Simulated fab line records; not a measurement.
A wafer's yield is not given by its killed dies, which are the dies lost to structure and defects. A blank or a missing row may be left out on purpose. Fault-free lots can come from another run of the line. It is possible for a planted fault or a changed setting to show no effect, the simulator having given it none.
fab line records :: flow n5_finfet
record
  lots=13
  wafers=34
  last_day=17
route steps=1938 shown BEOL_M10@1515 BEOL_M11@1536
lots untouched by any fault: they come from a run of this same line in which no faults occurred
start_h: start of the lot's first displayed wafer, in hours after the record's first day :: wait_h: how many hours have passed since the lot's step before this one :: " the same as in the row above :: L1.1+2: one row covering several wafers at once :: - no value, or no start was given :: * or withheld: withheld :: < > ~ a bound
route shown NAME@n: names a module that has steps shown in the file, with the first one's number in the route :: usual: mean and standard deviation over wafers with no fault :: same: alike in all rows :: chamber/n: place in a boat :: sites: readings site by site :: _std_site: the standard deviation of these :: _edge_site: the outer-site mean with the inner-site mean subtracted :: radius_mm: how far each site lies from the wafer's centre :: mask NAME#n: copy n :: behind: the most recent tool/chamber to have shaped the wafer :: hold: cause of the lot's hold/its duration in hours/its outcome :: device: the transistor (n, p or np) that didn't switch :: end of line: tests run on the same wafers once the route is complete :: a step with no rows: only its recipe :: killed: not the wafer's yield, but the dies lost to structure and defects at the first sort :: map: a wafer's dies, marking killed ones x, the rest . and places with no die _
set.NAME: setting as actually run; set.NAME@STEP: the setting as run at that earlier step :: model.NAME: the simulator's own value behind a step, which no gauge read
one table for each step of the route and one row for each wafer, over a sample of lots
services: when a tool's chamber went out of use (start_h, in hours from the record's first day, below 0 if earlier), for how many hours, and the reason
## steps
# step N5_BEOL_M10_OCD_MEAS_38
# usual
  trench_depth_nm=149.2/2.6
lot.wafer: L792.2
tool: ocd-01
chamber: -
start_h: 214.44
wait_h: -
trench_depth_nm: 149.5

lot.wafer: L792.3
tool: ocd-01
chamber: -
start_h: 214.44
wait_h: -
trench_depth_nm: 147.8

lot.wafer: L792.6
tool: ocd-01
chamber: -
start_h: 214.44
wait_h: -
trench_depth_nm: 151.6

lot.wafer: L793.3
tool: ocd-02
chamber: -
start_h: 222.73
wait_h: -
trench_depth_nm: 148.1

lot.wafer: L793.4
tool: ocd-02
chamber: -
start_h: 222.73
wait_h: -
trench_depth_nm: 148.6

lot.wafer: L793.5
tool: ocd-02
chamber: -
start_h: 222.73
wait_h: -
trench_depth_nm: 146.7

lot.wafer: L798.1
tool: ocd-02
chamber: -
start_h: 256.44
wait_h: -
trench_depth_nm: 147.5

lot.wafer: L798.2
tool: ocd-02
chamber: -
start_h: 256.44
wait_h: -
trench_depth_nm: 155.1

lot.wafer: L798.6
tool: ocd-02
chamber: -
start_h: 256.44
wait_h: -
trench_depth_nm: 147.4

lot.wafer: L799.2
tool: ocd-02
chamber: -
start_h: 267.19
wait_h: -
trench_depth_nm: 152.5

lot.wafer: L799.3
tool: ocd-02
chamber: -
start_h: 267.19
wait_h: -
trench_depth_nm: 147.9

lot.wafer: L799.4
tool: ocd-02
chamber: -
start_h: 267.19
wait_h: -
trench_depth_nm: 148.5

lot.wafer: L804.4
tool: ocd-02
chamber: -
start_h: 301.71
wait_h: -
trench_depth_nm: 149.7

lot.wafer: L804.5
tool: ocd-02
chamber: -
start_h: 301.71
wait_h: -
trench_depth_nm: 147.4

lot.wafer: L805.1
tool: ocd-01
chamber: -
start_h: 304.44
wait_h: -
trench_depth_nm: 146.5

lot.wafer: L805.5
tool: ocd-01
chamber: -
start_h: 304.44
wait_h: -
trench_depth_nm: 145.4

lot.wafer: L807.2
tool: ocd-01
chamber: -
start_h: 305.12
wait_h: -
trench_depth_nm: 147.8

lot.wafer: L807.5
tool: ocd-01
chamber: -
start_h: 305.12
wait_h: -
trench_depth_nm: 147.8

lot.wafer: L808.4
tool: ocd-01
chamber: -
start_h: 313.31
wait_h: -
trench_depth_nm: 146.7

lot.wafer: L808.6
tool: ocd-01
chamber: -
start_h: 313.31
wait_h: -
trench_depth_nm: 150.5

lot.wafer: L810.3
tool: ocd-01
chamber: -
start_h: 329.33
wait_h: -
trench_depth_nm: 147.5

lot.wafer: L810.6
tool: ocd-01
chamber: -
start_h: 329.33
wait_h: -
trench_depth_nm: 149.2

lot.wafer: L811.4
tool: ocd-01
chamber: -
start_h: 337.26
wait_h: -
trench_depth_nm: 146.8

lot.wafer: L811.5
tool: ocd-01
chamber: -
start_h: 337.26
wait_h: -
trench_depth_nm: 149.3

lot.wafer: L811.6
tool: ocd-01
chamber: -
start_h: 337.26
wait_h: -
trench_depth_nm: 148.9

lot.wafer: L813.1
tool: ocd-02
chamber: -
start_h: 353.86
wait_h: -
trench_depth_nm: 148.4

lot.wafer: L813.3
tool: ocd-02
chamber: -
start_h: 353.86
wait_h: -
trench_depth_nm: 148.5

lot.wafer: L813.6
tool: ocd-02
chamber: -
start_h: 353.86
wait_h: -
trench_depth_nm: 148.8

lot.wafer: L812.2
tool: ocd-01
chamber: -
start_h: 354.92
wait_h: -
trench_depth_nm: 149.6

lot.wafer: L812.4
tool: ocd-01
chamber: -
start_h: 354.92
wait_h: -
trench_depth_nm: 150.4

lot.wafer: L812.5
tool: ocd-01
chamber: -
start_h: 354.92
wait_h: -
trench_depth_nm: 148.5

lot.wafer: L814.1
tool: ocd-01
chamber: -
start_h: 358.06
wait_h: -
trench_depth_nm: 149.0

lot.wafer: L814.2
tool: ocd-01
chamber: -
start_h: 358.06
wait_h: -
trench_depth_nm: 145.9

lot.wafer: L814.4
tool: ocd-01
chamber: -
start_h: 358.06
wait_h: -
trench_depth_nm: 150.7
# step N5_BEOL_M10_ANNEAL_51
# recipe
  temp_c=225
  time_s=90
  ambient=N2
# usual
  anneal_temp_c_max=225.80/0.26
  wafer_temp_C_max=225.96/0.25
lot.wafer: L792.2
tool: rtp_anneal-02
chamber: 0
start_h: 216.54
wait_h: 0.2
anneal_temp_c_max: 225.78
wafer_temp_C_max: 225.61

lot.wafer: L792.3
tool: rtp_anneal-02
chamber: 0
start_h: 216.54
wait_h: 0.2
anneal_temp_c_max: 225.47
wafer_temp_C_max: 225.92

lot.wafer: L792.6
tool: rtp_anneal-02
chamber: 0
start_h: 216.54
wait_h: 0.2
anneal_temp_c_max: 225.87
wafer_temp_C_max: 225.96

lot.wafer: L793.3
tool: rtp_anneal-01
chamber: 0
start_h: 226.38
wait_h: 0.4
anneal_temp_c_max: 226.23
wafer_temp_C_max: 225.95

lot.wafer: L793.4
tool: rtp_anneal-01
chamber: 0
start_h: 226.38
wait_h: 0.4
anneal_temp_c_max: 226.06
wafer_temp_C_max: 226.01

lot.wafer: L793.5
tool: rtp_anneal-01
chamber: 0
start_h: 226.38
wait_h: 0.4
anneal_temp_c_max: 225.99
wafer_temp_C_max: 225.92

lot.wafer: L798.1
tool: rtp_anneal-01
chamber: 0
start_h: 257.87
wait_h: 0.1
anneal_temp_c_max: 225.44
wafer_temp_C_max: 225.91

lot.wafer: L798.2
tool: rtp_anneal-01
chamber: 0
start_h: 257.87
wait_h: 0.1
anneal_temp_c_max: 225.73
wafer_temp_C_max: 226.16

lot.wafer: L798.6
tool: rtp_anneal-01
chamber: 0
start_h: 257.87
wait_h: 0.1
anneal_temp_c_max: 225.78
wafer_temp_C_max: 226.50

lot.wafer: L799.2
tool: rtp_anneal-02
chamber: 0
start_h: 269.04
wait_h: 0.1
anneal_temp_c_max: 225.45
wafer_temp_C_max: 226.15

lot.wafer: L799.3
tool: rtp_anneal-02
chamber: 0
start_h: 269.04
wait_h: 0.1
anneal_temp_c_max: 225.73
wafer_temp_C_max: 226.00

lot.wafer: L799.4
tool: rtp_anneal-02
chamber: 0
start_h: 269.04
wait_h: 0.1
anneal_temp_c_max: 225.39
wafer_temp_C_max: 226.02

lot.wafer: L804.4
tool: rtp_anneal-01
chamber: 0
start_h: 304.96
wait_h: 0.2
anneal_temp_c_max: 225.84
wafer_temp_C_max: 226.46

lot.wafer: L804.5
tool: rtp_anneal-01
chamber: 0
start_h: 304.96
wait_h: 0.2
anneal_temp_c_max: 226.28
wafer_temp_C_max: 226.30

lot.wafer: L805.1
tool: rtp_anneal-01
chamber: 0
start_h: 308.02
wait_h: 0.4
anneal_temp_c_max: 225.93
wafer_temp_C_max: 226.02

lot.wafer: L805.5
tool: rtp_anneal-01
chamber: 0
start_h: 308.02
wait_h: 0.4
anneal_temp_c_max: 225.91
wafer_temp_C_max: 225.92

lot.wafer: L807.2
tool: rtp_anneal-01
chamber: 0
start_h: 308.72
wait_h: 0.1
anneal_temp_c_max: 226.19
wafer_temp_C_max: 226.07

lot.wafer: L807.5
tool: rtp_anneal-01
chamber: 0
start_h: 308.72
wait_h: 0.1
anneal_temp_c_max: 225.84
wafer_temp_C_max: 226.07

lot.wafer: L808.4
tool: rtp_anneal-02
chamber: 0
start_h: 318.43
wait_h: 0.4
anneal_temp_c_max: 225.76
wafer_temp_C_max: 225.72

lot.wafer: L808.6
tool: rtp_anneal-02
chamber: 0
start_h: 318.43
wait_h: 0.4
anneal_temp_c_max: 225.90
wafer_temp_C_max: 226.07

lot.wafer: L810.3
tool: rtp_anneal-01
chamber: 0
start_h: 333.60
wait_h: 0.1
anneal_temp_c_max: 226.21
wafer_temp_C_max: 225.56

lot.wafer: L810.6
tool: rtp_anneal-01
chamber: 0
start_h: 333.60
wait_h: 0.1
anneal_temp_c_max: 226.08
wafer_temp_C_max: 226.17

lot.wafer: L811.4
tool: rtp_anneal-01
chamber: 0
start_h: 339.77
wait_h: 0.2
anneal_temp_c_max: 226.32
wafer_temp_C_max: 225.89

lot.wafer: L811.5
tool: rtp_anneal-01
chamber: 0
start_h: 339.77
wait_h: 0.2
anneal_temp_c_max: 225.70
wafer_temp_C_max: 226.32

lot.wafer: L811.6
tool: rtp_anneal-01
chamber: 0
start_h: 339.77
wait_h: 0.2
anneal_temp_c_max: 226.11
wafer_temp_C_max: 225.95

lot.wafer: L813.1
tool: rtp_anneal-01
chamber: 0
start_h: 355.27
wait_h: 0.1
anneal_temp_c_max: 226.07
wafer_temp_C_max: 226.20

lot.wafer: L813.3
tool: rtp_anneal-01
chamber: 0
start_h: 355.27
wait_h: 0.1
anneal_temp_c_max: 226.45
wafer_temp_C_max: 225.89

lot.wafer: L813.6
tool: rtp_anneal-01
chamber: 0
start_h: 355.27
wait_h: 0.1
anneal_temp_c_max: 225.94
wafer_temp_C_max: 226.19

lot.wafer: L812.2
tool: rtp_anneal-01
chamber: 0
start_h: 358.30
wait_h: 0.1
anneal_temp_c_max: 225.99
wafer_temp_C_max: 225.95

lot.wafer: L812.4
tool: rtp_anneal-01
chamber: 0
start_h: 358.30
wait_h: 0.1
anneal_temp_c_max: 225.96
wafer_temp_C_max: 226.44

lot.wafer: L812.5
tool: rtp_anneal-01
chamber: 0
start_h: 358.30
wait_h: 0.1
anneal_temp_c_max: 225.98
wafer_temp_C_max: 225.83

lot.wafer: L814.1
tool: rtp_anneal-02
chamber: 0
start_h: 359.92
wait_h: 0.3
anneal_temp_c_max: 225.59
wafer_temp_C_max: 226.04

lot.wafer: L814.2
tool: rtp_anneal-02
chamber: 0
start_h: 359.92
wait_h: 0.3
anneal_temp_c_max: 225.92
wafer_temp_C_max: 225.61

lot.wafer: L814.4
tool: rtp_anneal-02
chamber: 0
start_h: 359.92
wait_h: 0.3
anneal_temp_c_max: 225.58
wafer_temp_C_max: 225.53
# step N5_BEOL_M11_ILD_DEP_00
# recipe
  material=SiCOH_lowk
  target_thk_a=3085.1
  temp_c=300
  precursor=DEMS/porogen
  pressure_torr=5
  rf_w=500
  time_s=58
# usual
  heater_power_w=372/49
  showerhead_plenum_p_Torr=5.739/0.02
  showerhead_vpp_V=1358/51
  susceptor_temp_C=300.00/0.18
  throttle_valve_pct=13.9/0.58
lot.wafer: L792.2
tool: pecvd-04
chamber: 0
start_h: 217.36
wait_h: 0.1
heater_power_w: 440
showerhead_plenum_p_Torr: 5.732
showerhead_vpp_V: 1353
susceptor_temp_C: 300.01
throttle_valve_pct: 14.5

lot.wafer: L792.3
tool: pecvd-04
chamber: 2
start_h: 217.36
wait_h: 0.1
heater_power_w: 400
showerhead_plenum_p_Torr: 5.772
showerhead_vpp_V: 1359
susceptor_temp_C: 300.29
throttle_valve_pct: 13.2

lot.wafer: L792.6
tool: pecvd-04
chamber: 2
start_h: 217.36
wait_h: 0.1
heater_power_w: 313
showerhead_plenum_p_Torr: 5.770
showerhead_vpp_V: 1351
susceptor_temp_C: 300.58
throttle_valve_pct: 13.1

lot.wafer: L793.3
tool: pecvd-02
chamber: 2
start_h: 227.08
wait_h: 0.0
heater_power_w: 264
showerhead_plenum_p_Torr: 5.748
showerhead_vpp_V: 1251
susceptor_temp_C: 300.04
throttle_valve_pct: 14.0

lot.wafer: L793.4
tool: pecvd-02
chamber: 2
start_h: 227.08
wait_h: 0.0
heater_power_w: 275
showerhead_plenum_p_Torr: 5.748
showerhead_vpp_V: 1241
susceptor_temp_C: 299.99
throttle_valve_pct: 13.7

lot.wafer: L793.5
tool: pecvd-02
chamber: 1
start_h: 227.08
wait_h: 0.0
heater_power_w: 418
showerhead_plenum_p_Torr: 5.758
showerhead_vpp_V: 1386
susceptor_temp_C: 299.84
throttle_valve_pct: 14.3

lot.wafer: L798.1
tool: pecvd-04
chamber: 0
start_h: 258.66
wait_h: 0.0
heater_power_w: 453
showerhead_plenum_p_Torr: 5.744
showerhead_vpp_V: 1372
susceptor_temp_C: 300.08
throttle_valve_pct: 14.6

lot.wafer: L798.2
tool: pecvd-04
chamber: 2
start_h: 258.66
wait_h: 0.0
heater_power_w: 370
showerhead_plenum_p_Torr: 5.760
showerhead_vpp_V: 1375
susceptor_temp_C: 296.62
throttle_valve_pct: 13.3

lot.wafer: L798.6
tool: pecvd-04
chamber: 2
start_h: 258.66
wait_h: 0.0
heater_power_w: 360
showerhead_plenum_p_Torr: 5.771
showerhead_vpp_V: 1370
susceptor_temp_C: 296.83
throttle_valve_pct: 12.9

lot.wafer: L799.2
tool: pecvd-04
chamber: 0
start_h: 269.79
wait_h: 0.0
heater_power_w: 409
showerhead_plenum_p_Torr: 5.734
showerhead_vpp_V: 1349
susceptor_temp_C: 299.79
throttle_valve_pct: 14.5

lot.wafer: L799.3
tool: pecvd-04
chamber: 1
start_h: 269.79
wait_h: 0.0
heater_power_w: 420
showerhead_plenum_p_Torr: 5.740
showerhead_vpp_V: 1321
susceptor_temp_C: 299.75
throttle_valve_pct: 14.1

lot.wafer: L799.4
tool: pecvd-04
chamber: 2
start_h: 269.79
wait_h: 0.0
heater_power_w: 340
showerhead_plenum_p_Torr: 5.762
showerhead_vpp_V: 1347
susceptor_temp_C: 297.32
throttle_valve_pct: 13.0

lot.wafer: L804.4
tool: pecvd-03
chamber: 0
start_h: 305.64
wait_h: 0.1
heater_power_w: 301
showerhead_plenum_p_Torr: 5.747
showerhead_vpp_V: 1418
susceptor_temp_C: 300.05
throttle_valve_pct: 13.7

lot.wafer: L804.5
tool: pecvd-03
chamber: 1
start_h: 305.64
wait_h: 0.1
heater_power_w: 424
showerhead_plenum_p_Torr: 5.724
showerhead_vpp_V: 1459
susceptor_temp_C: 299.72
throttle_valve_pct: 14.2

lot.wafer: L805.1
tool: pecvd-03
chamber: 2
start_h: 308.81
wait_h: 0.0
heater_power_w: 302
showerhead_plenum_p_Torr: 5.727
showerhead_vpp_V: 1375
susceptor_temp_C: 300.05
throttle_valve_pct: 13.1

lot.wafer: L805.5
tool: pecvd-03
chamber: 0
start_h: 308.81
wait_h: 0.0
heater_power_w: 363
showerhead_plenum_p_Torr: 5.737
showerhead_vpp_V: 1390
susceptor_temp_C: 300.10
throttle_valve_pct: 13.9

lot.wafer: L807.2
tool: pecvd-03
chamber: 2
start_h: 309.46
wait_h: 0.0
heater_power_w: 265
showerhead_plenum_p_Torr: 5.719
showerhead_vpp_V: 1380
susceptor_temp_C: 300.47
throttle_valve_pct: 13.4

lot.wafer: L807.5
tool: pecvd-03
chamber: 1
start_h: 309.46
wait_h: 0.0
heater_power_w: 392
showerhead_plenum_p_Torr: 5.727
showerhead_vpp_V: 1428
susceptor_temp_C: 300.07
throttle_valve_pct: 14.3

lot.wafer: L808.4
tool: pecvd-03
chamber: 1
start_h: 319.11
wait_h: 0.1
heater_power_w: 428
showerhead_plenum_p_Torr: 5.726
showerhead_vpp_V: 1455
susceptor_temp_C: 300.09
throttle_valve_pct: 14.3

lot.wafer: L808.6
tool: pecvd-03
chamber: 2
start_h: 319.11
wait_h: 0.1
heater_power_w: 332
showerhead_plenum_p_Torr: 5.717
showerhead_vpp_V: 1375
susceptor_temp_C: 299.97
throttle_valve_pct: 12.9

lot.wafer: L810.3
tool: pecvd-04
chamber: 1
start_h: 334.30
wait_h: 0.0
heater_power_w: 411
showerhead_plenum_p_Torr: 5.717
showerhead_vpp_V: 1312
susceptor_temp_C: 299.86
throttle_valve_pct: 14.2

lot.wafer: L810.6
tool: pecvd-04
chamber: 0
start_h: 334.30
wait_h: 0.0
heater_power_w: 400
showerhead_plenum_p_Torr: 5.718
showerhead_vpp_V: 1346
susceptor_temp_C: 300.07
throttle_valve_pct: 14.8

lot.wafer: L811.4
tool: pecvd-03
chamber: 1
start_h: 340.47
wait_h: 0.1
heater_power_w: 393
showerhead_plenum_p_Torr: 5.737
showerhead_vpp_V: 1460
susceptor_temp_C: 300.00
throttle_valve_pct: 14.2

lot.wafer: L811.5
tool: pecvd-03
chamber: 0
start_h: 340.47
wait_h: 0.1
heater_power_w: 348
showerhead_plenum_p_Torr: 5.732
showerhead_vpp_V: 1419
susceptor_temp_C: 300.12
throttle_valve_pct: 13.9

lot.wafer: L811.6
tool: pecvd-03
chamber: 1
start_h: 340.47
wait_h: 0.1
heater_power_w: 399
showerhead_plenum_p_Torr: 5.717
showerhead_vpp_V: 1453
susceptor_temp_C: 299.81
throttle_valve_pct: 14.6

lot.wafer: L813.1
tool: pecvd-02
chamber: 1
start_h: 356.06
wait_h: 0.0
heater_power_w: 409
showerhead_plenum_p_Torr: 5.751
showerhead_vpp_V: 1416
susceptor_temp_C: 300.06
throttle_valve_pct: 14.6

lot.wafer: L813.3
tool: pecvd-02
chamber: 2
start_h: 356.06
wait_h: 0.0
heater_power_w: 259
showerhead_plenum_p_Torr: 5.761
showerhead_vpp_V: 1238
susceptor_temp_C: 299.90
throttle_valve_pct: 13.8

lot.wafer: L813.6
tool: pecvd-02
chamber: 2
start_h: 356.06
wait_h: 0.0
heater_power_w: 270
showerhead_plenum_p_Torr: 5.749
showerhead_vpp_V: 1232
susceptor_temp_C: 299.88
throttle_valve_pct: 14.3

lot.wafer: L812.2
tool: pecvd-04
chamber: 1
start_h: 359.04
wait_h: 0.0
heater_power_w: 373
showerhead_plenum_p_Torr: 5.720
showerhead_vpp_V: 1292
susceptor_temp_C: 300.04
throttle_valve_pct: 14.2

lot.wafer: L812.4
tool: pecvd-04
chamber: 1
start_h: 359.04
wait_h: 0.0
heater_power_w: 379
showerhead_plenum_p_Torr: 5.724
showerhead_vpp_V: 1291
susceptor_temp_C: 299.86
throttle_valve_pct: 14.0

lot.wafer: L812.5
tool: pecvd-04
chamber: 0
start_h: 359.04
wait_h: 0.0
heater_power_w: 452
showerhead_plenum_p_Torr: 5.747
showerhead_vpp_V: 1373
susceptor_temp_C: 299.88
throttle_valve_pct: 14.8

lot.wafer: L814.1
tool: pecvd-02
chamber: 2
start_h: 360.71
wait_h: 0.0
heater_power_w: 270
showerhead_plenum_p_Torr: 5.756
showerhead_vpp_V: 1245
susceptor_temp_C: 300.06
throttle_valve_pct: 13.9

lot.wafer: L814.2
tool: pecvd-02
chamber: 1
start_h: 360.71
wait_h: 0.0
heater_power_w: 410
showerhead_plenum_p_Torr: 5.753
showerhead_vpp_V: 1400
susceptor_temp_C: 299.73
throttle_valve_pct: 14.3

lot.wafer: L814.4
tool: pecvd-02
chamber: 2
start_h: 360.71
wait_h: 0.0
heater_power_w: 274
showerhead_plenum_p_Torr: 5.763
showerhead_vpp_V: 1258
susceptor_temp_C: 300.23
throttle_valve_pct: 13.9
# step N5_BEOL_M11_THK_MEAS_01
# recipe
  reads=SiCOH_lowk_of_BEOL_M11_ILD_DEP_00
# usual
  M11_ILD_THK=267/3.4
lot.wafer: L792.2
tool: film_metro-01
chamber: -
start_h: 218.76
wait_h: 0.7
M11_ILD_THK[nm]: 264

lot.wafer: L792.3
tool: film_metro-01
chamber: -
start_h: 218.76
wait_h: 0.7
M11_ILD_THK[nm]: 257

lot.wafer: L792.6
tool: film_metro-01
chamber: -
start_h: 218.76
wait_h: 0.7
M11_ILD_THK[nm]: 266

lot.wafer: L793.3
tool: film_metro-01
chamber: -
start_h: 228.15
wait_h: 0.5
M11_ILD_THK[nm]: 265

lot.wafer: L793.4
tool: film_metro-01
chamber: -
start_h: 228.15
wait_h: 0.5
M11_ILD_THK[nm]: 269

lot.wafer: L793.5
tool: film_metro-01
chamber: -
start_h: 228.15
wait_h: 0.5
M11_ILD_THK[nm]: 273

lot.wafer: L798.1
tool: film_metro-02
chamber: -
start_h: 259.25
wait_h: 0.4
M11_ILD_THK[nm]: 264

lot.wafer: L798.2
tool: film_metro-02
chamber: -
start_h: 259.25
wait_h: 0.4
M11_ILD_THK[nm]: 270

lot.wafer: L798.6
tool: film_metro-02
chamber: -
start_h: 259.25
wait_h: 0.4
M11_ILD_THK[nm]: 272

lot.wafer: L799.2
tool: film_metro-01
chamber: -
start_h: 270.38
wait_h: 0.4
M11_ILD_THK[nm]: 265

lot.wafer: L799.3
tool: film_metro-01
chamber: -
start_h: 270.38
wait_h: 0.4
M11_ILD_THK[nm]: 262

lot.wafer: L799.4
tool: film_metro-01
chamber: -
start_h: 270.38
wait_h: 0.4
M11_ILD_THK[nm]: 277

lot.wafer: L804.4
tool: film_metro-02
chamber: -
start_h: 306.21
wait_h: 0.2
M11_ILD_THK[nm]: 267

lot.wafer: L804.5
tool: film_metro-02
chamber: -
start_h: 306.21
wait_h: 0.2
M11_ILD_THK[nm]: 271

lot.wafer: L805.1
tool: film_metro-02
chamber: -
start_h: 309.89
wait_h: 0.8
M11_ILD_THK[nm]: 262

lot.wafer: L805.5
tool: film_metro-02
chamber: -
start_h: 309.89
wait_h: 0.8
M11_ILD_THK[nm]: 268

lot.wafer: L807.2
tool: film_metro-02
chamber: -
start_h: 310.33
wait_h: 0.4
M11_ILD_THK[nm]: 262

lot.wafer: L807.5
tool: film_metro-02
chamber: -
start_h: 310.33
wait_h: 0.4
M11_ILD_THK[nm]: 267

lot.wafer: L808.4
tool: film_metro-02
chamber: -
start_h: 319.67
wait_h: 0.2
M11_ILD_THK[nm]: 265

lot.wafer: L808.6
tool: film_metro-02
chamber: -
start_h: 319.67
wait_h: 0.2
M11_ILD_THK[nm]: 268

lot.wafer: L810.3
tool: film_metro-02
chamber: -
start_h: 334.89
wait_h: 0.3
M11_ILD_THK[nm]: 262

lot.wafer: L810.6
tool: film_metro-02
chamber: -
start_h: 334.89
wait_h: 0.3
M11_ILD_THK[nm]: 271

lot.wafer: L811.4
tool: film_metro-02
chamber: -
start_h: 341.27
wait_h: 0.2
M11_ILD_THK[nm]: 269

lot.wafer: L811.5
tool: film_metro-02
chamber: -
start_h: 341.27
wait_h: 0.2
M11_ILD_THK[nm]: 270

lot.wafer: L811.6
tool: film_metro-02
chamber: -
start_h: 341.27
wait_h: 0.2
M11_ILD_THK[nm]: 267

lot.wafer: L813.1
tool: film_metro-02
chamber: -
start_h: 356.65
wait_h: 0.4
M11_ILD_THK[nm]: 272

lot.wafer: L813.3
tool: film_metro-02
chamber: -
start_h: 356.65
wait_h: 0.4
M11_ILD_THK[nm]: 268

lot.wafer: L813.6
tool: film_metro-02
chamber: -
start_h: 356.65
wait_h: 0.4
M11_ILD_THK[nm]: 272

lot.wafer: L812.2
tool: film_metro-01
chamber: -
start_h: 359.64
wait_h: 0.4
M11_ILD_THK[nm]: 260

lot.wafer: L812.4
tool: film_metro-01
chamber: -
start_h: 359.64
wait_h: 0.4
M11_ILD_THK[nm]: 266

lot.wafer: L812.5
tool: film_metro-01
chamber: -
start_h: 359.64
wait_h: 0.4
M11_ILD_THK[nm]: 269

lot.wafer: L814.1
tool: film_metro-02
chamber: -
start_h: 361.30
wait_h: 0.4
M11_ILD_THK[nm]: 268

lot.wafer: L814.2
tool: film_metro-02
chamber: -
start_h: 361.30
wait_h: 0.4
M11_ILD_THK[nm]: 267

lot.wafer: L814.4
tool: film_metro-02
chamber: -
start_h: 361.30
wait_h: 0.4
M11_ILD_THK[nm]: 272
## services
tool: pecvd-03
chamber: 2
start_h: 202.56
hours: -
kind: clean

tool: pecvd-03
chamber: 2
start_h: 202.56
hours: -
kind: consumable_replace:showerhead

tool: pecvd-03
chamber: 2
start_h: 202.56
hours: 29.0
kind: scheduled_down

tool: pecvd-03
chamber: 2
start_h: 202.56
hours: 29.0
kind: vent_cycle

tool: pecvd-02
chamber: 1
start_h: 202.94
hours: 2.1
kind: scheduled_down

tool: pecvd-02
chamber: -
start_h: 207.67
hours: 14.6
kind: pm

tool: pecvd-03
chamber: 0
start_h: 209.72
hours: 2.1
kind: scheduled_down

tool: pecvd-03
chamber: -
start_h: 231.62
hours: 0.9
kind: repair

tool: pecvd-02
chamber: 0
start_h: 234.62
hours: 16.0
kind: repair

tool: pecvd-04
chamber: -
start_h: 279.00
hours: 2.8
kind: pm

tool: pecvd-02
chamber: -
start_h: 291.96
hours: 6.0
kind: pm

tool: rtp_anneal-02
chamber: -
start_h: 295.23
hours: 1.1
kind: pm

tool: pecvd-02
chamber: 1
start_h: 306.84
hours: 14.1
kind: repair

tool: pecvd-03
chamber: 2
start_h: 309.88
hours: 2.1
kind: scheduled_down

tool: pecvd-03
chamber: 2
start_h: 333.14
hours: 18.1
kind: repair

tool: pecvd-02
chamber: -
start_h: 339.29
hours: 5.5
kind: pm

tool: pecvd-02
chamber: 1
start_h: 346.86
hours: 5.5
kind: scheduled_down

tool: pecvd-03
chamber: -
start_h: 352.72
hours: 0.6
kind: repair
## key
first_sign
  step=N5_BEOL_M11_ILD_DEP_00
  reading=susceptor_temp_C
  direction=down
  sigmas=17
  usual=*
  struck=*
effect none on later readings
met_at N5_BEOL_M11_ILD_DEP_00
struck_lots L798,L799
struck_wafers L798.2,L798.6,L799.4
baseline_loss
  step=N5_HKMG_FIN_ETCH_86
  wafers=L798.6
not_acting_at N5_BEOL_M10_OCD_MEAS_38,N5_BEOL_M10_ANNEAL_51,N5_BEOL_M11_THK_MEAS_01
onset_between 217.36 258.66
fault
  kind=process_parameter_drift
  tool=pecvd-04
  chamber=2
  onset_h=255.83
  steps=N5_BEOL_M11_ILD_DEP_00
  channel=temp_c
  offset=*
  shape=step
  end_h=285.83
  acts_in=*
  stated=*
# baseline_loss: these wafers lose ten dies or more at that step, a loss of the line's own and not of a fault; the sort's usual values leave them out
